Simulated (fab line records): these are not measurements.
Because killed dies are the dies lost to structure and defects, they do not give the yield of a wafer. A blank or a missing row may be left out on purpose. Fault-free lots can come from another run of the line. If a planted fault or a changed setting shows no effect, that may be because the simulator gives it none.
fab line records	flow n5Finfet
[record] lots = 7	wafers = 21
route steps=1938 shown BEOL_M4@1064 BEOL_M5@1141 BEOL_M7@1308 BEOL_M9@1404 BEOL_M10@1477 BEOL_M11@1552 BEOL_M12@1637 BEOL_M13@1661
startH: hours from the record's first day to the start of the lot's first wafer shown	waitH: hours since the lot's step before	" the same as in the row above	L1.1+2: a row that stands for several wafers	- no value, or no start given	* or withheld: withheld	< > ~ a bound
route shown NAME@n: a module of which the file shows steps, and the number in the route of the first	usual: mean/standard deviation taken from wafers without a fault	same: alike in all rows	chamber/n: place in a boat	sites: per-site readings	_std_site: their standard deviation	_edge_site: the outer-site mean with the inner-site mean subtracted	radiusMm: for every site, how far away it sits from the centre of the wafer	mask NAME#n: copy n	behind: the last tool/chamber to shape the wafer	hold: the reason the lot was held/the length of the hold in hours/how it ended	device: the n, p or np transistor that did not switch	end of line: the tests these same wafers got at the end of their route	step lacking rows: just its recipe	killed: at the first sort, the dies lost to defects and structure; wafer yield is something else	map: shows each die of a wafer: x if killed, . if not, _ if none is there
set.NAME: setting as actually run; set.NAME@STEP: the setting as run at that earlier step	model.NAME: the simulator's own value behind a step, which no gauge read
lots whose settings were changed on purpose; a table a step, a row a wafer
[[steps]]
[step N5_BEOL_M4_ETCH_70]
[recipe] chemistry = N2/H2	target = SOC	targetDepthA = 800	overetchA = 240	maskMaterial = SiARC	tempC = 40	timeS = 130	ionEnergyEv = 200	pressureMtorr = 30	sourceW = 840	biasW = 150	n2FlowSccm = 200	h2FlowSccm = 200
lot.wafer	tool	chamber	startH	waitH	set.timeS	model.SiARC_of_BEOL_M4_COAT_68.thkNm
L074.3+5	rieDiel-06	0	165.08	0.0	130	5.8
L074.6	"	3	"	"	130	6.2
L081.1	rieDiel-05	1	203.88	0.0	130	5.6
L081.2	"	2	"	"	130	5.8
L081.6	"	0	"	"	130	6
L082.2	rieDiel-06	1	212.21	0.0	121.2	6.2
L082.3+4	"	3	"	"	121.2	6.6
L089.2+4+6	rieDiel-02	1,1,0	260.25	0.0	130	5.8
L092.1	rieDiel-02	2	265.65	0.0	130	6
L092.3+5	"	2,1	"	"	117.1	6.6
L093.2	rieDiel-05	0	276.12	0.0	130	6
L093.4	"	1	"	"	150.2	4.6
L093.6	"	3	"	"	130	6.4
L096.1+5	rieDiel-05	0	306.04	0.0	147.1	5.2
L096.6	"	3	"	"	147.1	5.6
[step N5_BEOL_M5_COAT_74]
[recipe] resist = underlayer	tempC = 205	timeS = 60	spinRpm = 1500	resistThkNm = 5
lot.wafer	tool	chamber	startH	waitH	set.spinRpm
L074.3+5+6	lithoTrack-05	0	-	-	1500
L081.1+2	lithoTrack-03	0	-	-	1441
L081.6	"	0	"	"	1500
L082.2+4	lithoTrack-05	0	-	-	1622
L082.3	"	0	"	"	1500
L089.2+4+6	lithoTrack-03	0	-	-	1500
L092.1	lithoTrack-05	0	-	-	1500
L092.3+5	"	0	"	"	1398
L093.2	lithoTrack-03	0	-	-	1579
L093.4+6	"	0	"	"	1500
L096.1+5	lithoTrack-05	0	-	-	1500
L096.6	"	0	"	"	1387
[step N5_BEOL_M5_EXPOSE_25]
[recipe] maskId = V4	na = 0.33	sourceShape = quasar	sigmaInner = 0.2	sigmaOuter = 0.6	polarization = unpolarized	defocusNm = 10	doseMj = 52.75
lot.wafer	tool	chamber	startH	waitH	mask	set.doseMj
L074.3+5+6	euvScanner-01	0	174.43	-	V4#0	52.75
L081.1	euvScanner-01	0	212.93	-	V4#0	51.71
L081.2+6	"	0	"	"	V4#0	52.75
L082.2+3+4	euvScanner-02	0	220.89	-	V4#0	52.75
L089.2+4+6	euvScanner-02	0	269.09	-	V4#0	52.75
L092.1+3+5	euvScanner-01	0	283.29	-	V4#0	52.75
L093.2+4+6	euvScanner-01	0	285.69	-	V4#0	52.75
L096.1+6	euvScanner-02	0	315.93	-	V4#0	52.75
L096.5	"	0	"	"	V4#0	54.45
[step N5_BEOL_M5_PEB_26]
[recipe] pebTempC = 100	pebTimeS = 60	resist = CAR-EUV
[step N5_BEOL_M5_DEVELOP_27]
[recipe] developTimeS = 30	developer = TMAH	resist = CAR-EUV	rinseLiquid = surfactantRinse	dry = airSpin	devTempC = 23
[step N5_BEOL_M5_DESCUM_33]
[recipe] chemistry = O2	timeS = 7	sourcePowerW = 50	biasPowerW = 20	pressureMtorr = 20	rfFrequencyHz = 2.712e+07	tempC = 40	resist = CAR-EUV	o2FlowSccm = 225
[step N5_BEOL_M5_ETCH_75]
[recipe] chemistry = N2/H2	target = underlayer	targetDepthA = 65	maskMaterial = CAR-EUV	timeS = 5.2	ionEnergyEv = 200	pressureMtorr = 30	sourceW = 840	biasW = 150	n2FlowSccm = 200	h2FlowSccm = 200	ends = cleared
lot.wafer	tool	chamber	startH	waitH	set.spinRpm@BEOL_M5_COAT_74	model.etch.depthNm
L074.3	rieDiel-03	1	174.91	0.0	1500	5.004
L074.5	"	2	"	"	1500	4.997
L074.6	"	1	"	"	1500	5.015
L081.1	rieDiel-03	1	213.23	0.0	1441	5.116
L081.2	"	0	"	"	1441	5.113
L081.6	"	1	"	"	1500	5.002
L082.2	rieDiel-04	3	221.18	0.0	1622	4.834
L082.3	"	1	"	"	1500	5.016
L082.4	"	0	"	"	1622	4.812
L089.2	rieDiel-04	0	269.97	0.0	1500	5.013
L089.4	"	1	"	"	1500	5.024
L089.6	"	1	"	"	1500	5.005
L092.1	rieDiel-01	1	283.59	0.0	1500	5.003
L092.3	"	0	"	"	1398	5.193
L092.5	"	0	"	"	1398	5.182
L093.2	rieDiel-04	3	285.98	0.0	1579	4.901
L093.4+6	"	1,2	"	"	1500	5.029
L096.1	rieDiel-01	2	316.23	0.0	1500	5.027
L096.5	"	2	"	"	1500	5.024
L096.6	"	3	"	"	1387	5.223
[step N5_BEOL_M5_ETCH_67]
[recipe] chemistry = CF4	target = SiARC	targetDepthA = 156	maskMaterial = CAR-EUV	timeS = 26	ionEnergyEv = 80	pressureMtorr = 40	sourceW = 545	biasW = 36	Ar_flow_sccm = 100	cf4FlowSccm = 100	ends = cleared
[step N5_BEOL_M5_ETCH_68]
[recipe] chemistry = N2/H2	target = SOC	targetDepthA = 800	overetchA = 160	maskMaterial = SiARC	tempC = 40	timeS = 120	ionEnergyEv = 200	pressureMtorr = 30	sourceW = 840	biasW = 150	n2FlowSccm = 200	h2FlowSccm = 200
[step N5_BEOL_M5_STRIP_69]
[recipe] chemistry = N2/H2	tempC = 40	n2FlowSccm = 200	h2FlowSccm = 200	rfFrequencyHz = 6e+07
[step N5_BEOL_M5_STRIP_76]
[recipe] chemistry = N2/H2	tempC = 40	n2FlowSccm = 200	h2FlowSccm = 200	rfFrequencyHz = 6e+07
[step N5_BEOL_M5_VIA_ETCH_34]
[recipe] chemistry = C4F6/O2	target = SiCOH_lowk	targetDepthA = 883	maskMaterial = SOC	taperDeg = 4	timeS = 39.2	ionEnergyEv = 250	pressureMtorr = 30	sourceW = 345	biasW = 185	Ar_flow_sccm = 300	C4F6_flow_sccm = 10	O2_flow_sccm = 10
lot.wafer	tool	chamber	startH	waitH	set.doseMj@BEOL_M5_EXPOSE_25	model.BEOL_M5.cdNm
L074.3	rieDiel-03	1	175.06	0.0	52.75	28.4
L074.5	"	2	"	"	52.75	28.2
L074.6	"	1	"	"	52.75	28
L081.1	rieDiel-03	1	213.37	0.0	51.71	27
L081.2+6	"	0,1	"	"	52.75	28.4
L082.2	rieDiel-04	2	221.33	0.0	52.75	27.6
L082.3	"	0	"	"	52.75	28.4
L082.4	"	3	"	"	52.75	28
L089.2	rieDiel-04	0	270.11	0.0	52.75	28.2
L089.4+6	"	1	"	"	52.75	28
L092.1	rieDiel-01	1	283.73	0.0	52.75	27.8
L092.3+5	"	0	"	"	52.75	27.4
L093.2	rieDiel-04	3	286.12	0.0	52.75	27.6
L093.4	"	1	"	"	52.75	27.2
L093.6	"	2	"	"	52.75	27.8
L096.1+6	rieDiel-01	2,3	316.38	0.0	52.75	28
L096.5	"	2	"	"	54.45	29.4
[step N5_BEOL_M7_TRENCH_ETCH_37]
[recipe] chemistry = C4F6/O2	targetDepthA = 934.78	target = SiCOH_lowk	timeS = 31.2	ionEnergyEv = 250	pressureMtorr = 30	sourceW = 345	biasW = 185	Ar_flow_sccm = 300	C4F6_flow_sccm = 10	O2_flow_sccm = 10
[usual] rfVppV = 673/13
lot.wafer	tool	chamber	startH	waitH	set.biasW	rfVppV
L074.3	rieDiel-01	1	-	-	185	648
L074.5	"	0	"	"	185	654
L074.6	"	1	"	"	185	648
L081.1	rieDiel-03	3	-	-	185	686
L081.2	"	0	"	"	209.9	743
L081.6	"	1	"	"	185	678
L082.2	rieDiel-03	0	-	-	209.2	740
L082.3	"	1	"	"	185	677
L082.4	"	2	"	"	185	681
L089.2	rieDiel-03	0	-	-	185	671
L089.4	"	3	"	"	185	686
L089.6	"	2	"	"	185	693
L093.2	rieDiel-03	0	-	-	185	672
L093.4	"	0	"	"	185	672
L093.6	"	3	"	"	217.3	778
L092.1	rieDiel-01	1	-	-	171.3	611
L092.3	"	2	"	"	171.3	622
L092.5	"	3	"	"	171.3	633
L096.1	rieDiel-01	0	-	-	165.1	598
L096.5	"	2	"	"	165.1	605
L096.6	"	3	"	"	185	672
[step N5_BEOL_M9_PECVD_70]
[recipe] material = SiO2	targetThkA = 200	tempC = 400	precursor = TEOS/O2	pressureTorr = 5.5	rfW = 450	teosFlowSccm = 53.8	gas = O2	flowSccm = 3000	timeS = 22.7
lot.wafer	tool	chamber	startH	waitH	set.timeS	model.SiO2_of_BEOL_M9_PECVD_70.thkNm
L074.3	pecvd-01	1	207.49	0.0	22.7	19.6
L074.5	"	1	"	"	22.7	20
L074.6	"	0	"	"	22.7	20.2
L081.1	pecvd-04	2	244.36	0.0	20.79	18.6
L081.2	"	1	"	"	20.79	18
L081.6	"	2	"	"	22.7	20
L082.2	pecvd-04	2	255.07	0.0	25.21	21.8
L082.3	"	1	"	"	22.7	19.4
L082.4	"	2	"	"	25.21	22.4
L089.2	pecvd-02	2	307.90	0.0	22.7	20
L089.4	"	2	"	"	22.7	20.4
L089.6	"	0	"	"	22.7	20.2
L093.2	pecvd-02	1	319.79	0.0	22.7	19.8
L093.4	"	0	"	"	20.12	18
L093.6	"	1	"	"	20.12	17.8
L092.1+5	pecvd-04	0	321.05	0.0	22.7	19.6
L092.3	"	0	"	"	23.89	20.8
L096.1	pecvd-01	1	360.88	0.0	24.19	20.6
L096.5	"	0	"	"	24.19	21.4
L096.6	"	1	"	"	22.7	20
[step N5_BEOL_M10_COAT_05]
[recipe] resist = CAR-ArF	spinRpm = 1500	resistThkNm = 90
lot.wafer	tool	chamber	startH	waitH	set.spinRpm	model.CAR-ArF_of_BEOL_M10_COAT_05.thkNm
L074.3	lithoTrack-03	0	-	-	1371	94.2
L074.5+6	"	0	"	"	1500	90.2
L081.1	lithoTrack-05	0	-	-	1500	89.8
L081.2+6	"	0	"	"	1372	94.2
L082.2	lithoTrack-03	0	-	-	1434	91.8
L082.3	"	0	"	"	1434	92.2
L082.4	"	0	"	"	1434	92
L089.2	lithoTrack-05	0	-	-	1500	90.2
L089.4+6	"	0	"	"	1500	90.4
L093.2	lithoTrack-03	0	-	-	1387	93.6
L093.4	"	0	"	"	1500	90
L093.6	"	0	"	"	1500	90.2
L092.1+3	lithoTrack-03	0	-	-	1500	90
L092.5	"	0	"	"	1500	89.8
L096.1	lithoTrack-05	0	-	-	1500	89.6
L096.5	"	0	"	"	1500	89.4
L096.6	"	0	"	"	1500	89.8
[step N5_BEOL_M10_EBR_07]
[recipe] solvent = PGMEA	ebrWidthMm = 1.5
[step N5_BEOL_M10_SOFTBAKE_06]
[recipe] tempC = 110	timeS = 60	resist = CAR-ArF
[step N5_BEOL_M10_EXPOSE_08]
[recipe] maskId = M10	na = 1.35	sourceShape = dipole	sigmaInner = 0.411	sigmaOuter = 0.611	polarization = te	doseMj = 53.75
[step N5_BEOL_M10_PEB_09]
[recipe] pebTempC = withheld	pebTimeS = 60	resist = CAR-ArF
[step N5_BEOL_M10_DEVELOP_10]
[recipe] developTimeS = 30	developer = TMAH	resist = CAR-ArF	rinseLiquid = diw	dry = airSpin	devTempC = 23
lot.wafer	tool	chamber	startH	waitH	set.spinRpm@BEOL_M10_COAT_05	model.CAR-ArF_of_BEOL_M10_COAT_05.thkNm
L074.3	lithoTrack-03	0	-	-	1371	92.4
L074.5+6	"	0	"	"	1500	88.6
L081.1	lithoTrack-02	0	-	-	1500	88.2
L081.2+6	"	0	"	"	1372	92.4
L082.2	lithoTrack-05	0	-	-	1434	90
L082.3+4	"	0	"	"	1434	90.4
L089.2	lithoTrack-03	0	-	-	1500	88.6
L089.4+6	"	0	"	"	1500	88.8
L093.2	lithoTrack-05	0	-	-	1387	92
L093.4	"	0	"	"	1500	88.2
L093.6	"	0	"	"	1500	88.4
L092.1+3+5	lithoTrack-03	0	-	-	1500	88.2
L096.1	lithoTrack-02	0	-	-	1500	88
L096.5	"	0	"	"	1500	87.8
L096.6	"	0	"	"	1500	88.2
[step N5_BEOL_M10_DESCUM_16]
[recipe] chemistry = O2	timeS = 7.9	sourcePowerW = 50	biasPowerW = 20	pressureMtorr = 20	rfFrequencyHz = 2.712e+07	tempC = 40	resist = CAR-ArF	o2FlowSccm = 225
lot.wafer	tool	chamber	startH	waitH	set.timeS	set.spinRpm@BEOL_M10_COAT_05	model.CAR-ArF_of_BEOL_M10_COAT_05.thkNm
L074.3	rieDiel-06	3	215.98	0.3	7.9	1371	87.6
L074.5	"	2	"	"	7.9	1500	83.6
L074.6	"	1	"	"	7.9	1500	83.8
L081.1	rieDiel-06	0	253.12	0.0	6.426	1500	84.2
L081.2	"	3	"	"	7.9	1372	87.6
L081.6	"	3	"	"	6.426	1372	88.4
L082.2	rieDiel-05	3	265.14	0.0	6.626	1434	86
L082.3+4	"	1,2	"	"	7.9	1434	85.6
L089.2+4+6	rieDiel-02	0,2,3	317.39	0.0	7.9	1500	83.8
L093.2	rieDiel-02	0	339.54	0.5	7.9	1387	87.2
L093.4	"	2	"	"	6.542	1500	84.2
L093.6	"	1	"	"	7.9	1500	83.6
L092.1+3	rieDiel-06	1,0	339.78	0.4	7.9	1500	83.4
L092.5	"	3	"	"	6.612	1500	84
L096.1+6	rieDiel-02	0,3	370.51	0.5	7.9	1500	83.2
L096.5	"	0	"	"	6.474	1500	83.8
[step N5_BEOL_M11_DESCUM_16]
[recipe] chemistry = O2	timeS = 7.9	sourcePowerW = 50	biasPowerW = 20	pressureMtorr = 20	rfFrequencyHz = 2.712e+07	tempC = 40	resist = CAR-ArF	o2FlowSccm = 225
lot.wafer	tool	chamber	startH	waitH	set.timeS	model.CAR-ArF_of_BEOL_M11_COAT_05.thkNm
L074.3+6	rieDiel-04	2,3	222.76	0.0	9.363	82.6
L074.5	"	2	"	"	7.9	83
L081.1	rieDiel-04	1	262.11	0.0	7.9	83.4
L081.2	"	0	"	"	6.791	84
L081.6	"	3	"	"	7.9	83.2
L082.2	rieDiel-04	0	277.05	0.0	9.532	82.6
L082.3	"	3	"	"	9.532	82.4
L082.4	"	1	"	"	7.9	83.4
L089.2+6	rieDiel-01	2,3	330.22	0.1	7.9	83
L089.4	"	2	"	"	7.9	83.2
L093.2	rieDiel-04	0	345.48	0.0	9.065	82.4
L093.4+6	"	1,3	"	"	9.065	82.8
L092.1	rieDiel-04	2	348.96	0.0	7.9	83.6
L092.3+5	"	0	"	"	6.351	84.6
L096.1	rieDiel-04	1	379.96	0.2	7.9	83.6
L096.5	"	3	"	"	7.9	84
L096.6	"	2	"	"	7.9	83.8
[step N5_BEOL_M11_ETCH_61]
[recipe] chemistry = CF4	target = SiARC	targetDepthA = 390	maskMaterial = CAR-ArF	timeS = 65	ionEnergyEv = 80	pressureMtorr = 40	sourceW = 545	biasW = 36	Ar_flow_sccm = 100	cf4FlowSccm = 100	ends = cleared
lot.wafer	tool	chamber	startH	waitH	set.timeS@BEOL_M11_DESCUM_16	model.CAR-ArF_of_BEOL_M11_COAT_05.thkNm
L074.3	rieDiel-04	2	222.80	0.0	9.363	54.4
L074.5	"	2	"	"	7.9	55
L074.6	"	3	"	"	9.363	54.6
L081.1	rieDiel-04	1	262.14	0.0	7.9	55.6
L081.2	"	0	"	"	6.791	56
L081.6	"	3	"	"	7.9	55.4
L082.2	rieDiel-04	0	277.09	0.0	9.532	54.6
L082.3	"	3	"	"	9.532	54.4
L082.4	"	1	"	"	7.9	55.4
L089.2	rieDiel-01	2	330.25	0.0	7.9	55
L089.4	"	2	"	"	7.9	55.4
L089.6	"	3	"	"	7.9	55.2
L093.2	rieDiel-04	0	345.52	0.0	9.065	54.4
L093.4+6	"	1,3	"	"	9.065	54.8
L092.1	rieDiel-04	2	348.99	0.0	7.9	55.4
L092.3	"	0	"	"	6.351	56.6
L092.5	"	0	"	"	6.351	56.4
L096.1	rieDiel-04	1	380.00	0.0	7.9	55.6
L096.5+6	"	3,2	"	"	7.9	56
[step N5_BEOL_M11_COAT_22]
[recipe] resist = CAR-ArF	spinRpm = 1500	resistThkNm = 90
lot.wafer	tool	chamber	startH	waitH	set.spinRpm	model.CAR-ArF_of_BEOL_M11_COAT_22.thkNm
L074.3+5	lithoTrack-02	0	-	-	1561	88.4
L074.6	"	0	"	"	1500	90
L081.1	lithoTrack-04	0	-	-	1500	90
L081.2+6	"	0	"	"	1638	86
L082.2+3	lithoTrack-04	0	-	-	1500	89.8
L082.4	"	0	"	"	1500	89.6
L089.2	lithoTrack-02	0	-	-	1500	89.4
L089.4	"	0	"	"	1500	89.8
L089.6	"	0	"	"	1500	90.2
L093.2	lithoTrack-01	0	-	-	1500	90
L093.4	"	0	"	"	1500	90.4
L093.6	"	0	"	"	1500	90.2
L092.1+3	lithoTrack-02	0	-	-	1500	90
L092.5	"	0	"	"	1374	94
L096.1+5	lithoTrack-01	0	-	-	1355	94.4
L096.6	"	0	"	"	1500	89.8
[step N5_BEOL_M11_EBR_24]
[recipe] solvent = PGMEA	ebrWidthMm = 1.5
[step N5_BEOL_M11_SOFTBAKE_23]
[recipe] tempC = 110	timeS = 60	resist = CAR-ArF
[step N5_BEOL_M11_EXPOSE_25]
[recipe] maskId = V10	na = 1.35	sourceShape = annular	sigmaInner = 0.5	sigmaOuter = 0.8	polarization = unpolarized	doseMj = 85.5
[step N5_BEOL_M11_PEB_26]
[recipe] pebTempC = withheld	pebTimeS = 60	resist = CAR-ArF
[step N5_BEOL_M11_DEVELOP_27]
[recipe] developTimeS = 30	developer = TMAH	resist = CAR-ArF	rinseLiquid = diw	dry = airSpin	devTempC = 23
lot.wafer	tool	chamber	startH	waitH	set.spinRpm@BEOL_M11_COAT_22	model.CAR-ArF_of_BEOL_M11_COAT_22.thkNm
L074.3	lithoTrack-01	0	-	-	1561	86.8
L074.5	"	0	"	"	1561	86.6
L074.6	"	0	"	"	1500	88.2
L081.1	lithoTrack-04	0	-	-	1500	88.2
L081.2+6	"	0	"	"	1638	84.2
L082.2	lithoTrack-01	0	-	-	1500	88.2
L082.3+4	"	0	"	"	1500	88
L089.2	lithoTrack-02	0	-	-	1500	87.6
L089.4	"	0	"	"	1500	88.2
L089.6	"	0	"	"	1500	88.4
L093.2+6	lithoTrack-04	0	-	-	1500	88.4
L093.4	"	0	"	"	1500	88.8
L092.1	lithoTrack-02	0	-	-	1500	88.2
L092.3	"	0	"	"	1500	88.4
L092.5	"	0	"	"	1374	92.4
L096.1+5	lithoTrack-04	0	-	-	1355	92.8
L096.6	"	0	"	"	1500	88
[step N5_BEOL_M12_ETCH_68]
[recipe] chemistry = N2/H2	target = SOC	maskMaterial = SiARC	sourceW = 3000	biasW = 350	tempC = 40	timeS = 285	ionEnergyEv = 200	pressureMtorr = 30	n2FlowSccm = 200	h2FlowSccm = 200
lot.wafer	tool	chamber	startH	waitH	set.timeS	model.SiARC_of_BEOL_M12_COAT_66.thkNm
L074.3	rieDiel-05	0	231.50	0.1	285	86.2
L074.5	"	0	"	"	256.6	88.2
L074.6	"	1	"	"	256.6	88.4
L081.1+6	rieDiel-05	2	270.67	0.1	285	86.4
L081.2	"	3	"	"	285	87
L082.2	rieDiel-06	1	287.54	0.1	312.5	82.4
L082.3	"	2	"	"	285	85.2
L082.4	"	3	"	"	312.5	83.8
L089.2+4	rieDiel-06	2,0	341.94	0.1	285	85.6
L089.6	"	3	"	"	285	86.8
L093.2	rieDiel-05	1	353.41	0.1	285	85.2
L093.4	"	3	"	"	285	85.6
L093.6	"	3	"	"	285	85.8
L092.1	rieDiel-06	0	355.35	0.1	235.8	89.4
L092.3	"	3	"	"	285	86.8
L092.5	"	0	"	"	235.8	89.6
L096.1	rieDiel-06	3	387.35	0.1	241.6	90.4
L096.5	"	3	"	"	285	86.6
L096.6	"	1	"	"	285	86
[step N5_BEOL_M13_COAT_58]
[recipe] resist = BARC	tempC = 205	timeS = 60	spinRpm = 1500	resistThkNm = 89
lot.wafer	tool	chamber	startH	waitH	set.spinRpm	model.BARC_of_BEOL_M13_COAT_58.thkNm
L074.3	lithoTrack-05	0	233.82	0.0	1500	89.2
L074.5+6	"	0	"	"	1371	93.2
L081.1	lithoTrack-05	0	278.47	0.0	1439	91.2
L081.2+6	"	0	"	"	1500	89.2
L082.2	lithoTrack-01	0	291.64	0.0	1500	88.4
L082.3+4	"	0	"	"	1588	86
L089.2+4	lithoTrack-02	0	347.24	0.0	1500	89
L089.6	"	0	"	"	1500	89.2
L093.2	lithoTrack-01	0	361.84	0.0	1500	88.8
L093.4	"	0	"	"	1500	89.6
L093.6	"	0	"	"	1355	93.8
L092.1+5	lithoTrack-05	0	362.85	0.0	1500	88.8
L092.3	"	0	"	"	1500	88.6
L096.1	lithoTrack-05	0	395.94	0.0	1337	94.2
L096.5+6	"	0	"	"	1500	89
[[key]]
[split] step = N5_BEOL_M4_ETCH_70	setting = timeS	stated = 130	by = wafer
[response] step = N5_BEOL_M4_ETCH_70	reading = model.SiARC_of_BEOL_M4_COAT_68.thkNm	change = -0.0907	per = 1%	r = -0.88
[split] step = N5_BEOL_M5_COAT_74	setting = spinRpm	stated = 1500	by = wafer
[response] step = N5_BEOL_M5_ETCH_75	reading = model.etch.depthNm	change = -0.0256	per = 1%	r = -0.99
[split] step = N5_BEOL_M5_EXPOSE_25	setting = doseMj	stated = 52.75	by = wafer
[response] step = N5_BEOL_M5_VIA_ETCH_34	reading = model.BEOL_M5.cdNm	change = +0.509	per = 1%	r = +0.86
[split] step = N5_BEOL_M7_TRENCH_ETCH_37	setting = biasW	stated = 185	by = wafer
[response] step = N5_BEOL_M7_TRENCH_ETCH_37	reading = rfVppV	change = +5.48	per = 1%	r = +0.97
[split] step = N5_BEOL_M9_PECVD_70	setting = timeS	stated = 22.7	by = wafer
[response] step = N5_BEOL_M9_PECVD_70	reading = model.SiO2_of_BEOL_M9_PECVD_70.thkNm	change = +0.2	per = 1%	r = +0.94
[split] step = N5_BEOL_M10_COAT_05	setting = spinRpm	stated = 1500	by = wafer
[response] step = N5_BEOL_M10_COAT_05	reading = model.CAR-ArF_of_BEOL_M10_COAT_05.thkNm	change = -0.483	per = 1%	r = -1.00
[response] step = N5_BEOL_M10_DEVELOP_10	reading = model.CAR-ArF_of_BEOL_M10_COAT_05.thkNm	change = -0.474	per = 1%	r = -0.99
[response] step = N5_BEOL_M10_DESCUM_16	reading = model.CAR-ArF_of_BEOL_M10_COAT_05.thkNm	change = -0.446	per = 1%	r = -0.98
[split] step = N5_BEOL_M10_DESCUM_16	setting = timeS	stated = 7.9	by = wafer
response none clear
[split] step = N5_BEOL_M11_DESCUM_16	setting = timeS	stated = 7.9	by = wafer
[response] step = N5_BEOL_M11_DESCUM_16	reading = model.CAR-ArF_of_BEOL_M11_COAT_05.thkNm	change = -0.041	per = 1%	r = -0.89
[response] step = N5_BEOL_M11_ETCH_61	reading = model.CAR-ArF_of_BEOL_M11_COAT_05.thkNm	change = -0.0418	per = 1%	r = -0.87
[split] step = N5_BEOL_M11_COAT_22	setting = spinRpm	stated = 1500	by = wafer
[response] step = N5_BEOL_M11_COAT_22	reading = model.CAR-ArF_of_BEOL_M11_COAT_22.thkNm	change = -0.458	per = 1%	r = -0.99
[response] step = N5_BEOL_M11_DEVELOP_27	reading = model.CAR-ArF_of_BEOL_M11_COAT_22.thkNm	change = -0.467	per = 1%	r = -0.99
[split] step = N5_BEOL_M12_ETCH_68	setting = timeS	stated = 285	by = wafer
[response] step = N5_BEOL_M12_ETCH_68	reading = model.SiARC_of_BEOL_M12_COAT_66.thkNm	change = -0.208	per = 1%	r = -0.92
[split] step = N5_BEOL_M13_COAT_58	setting = spinRpm	stated = 1500	by = wafer
[response] step = N5_BEOL_M13_COAT_58	reading = model.BARC_of_BEOL_M13_COAT_58.thkNm	change = -0.468	per = 1%	r = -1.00
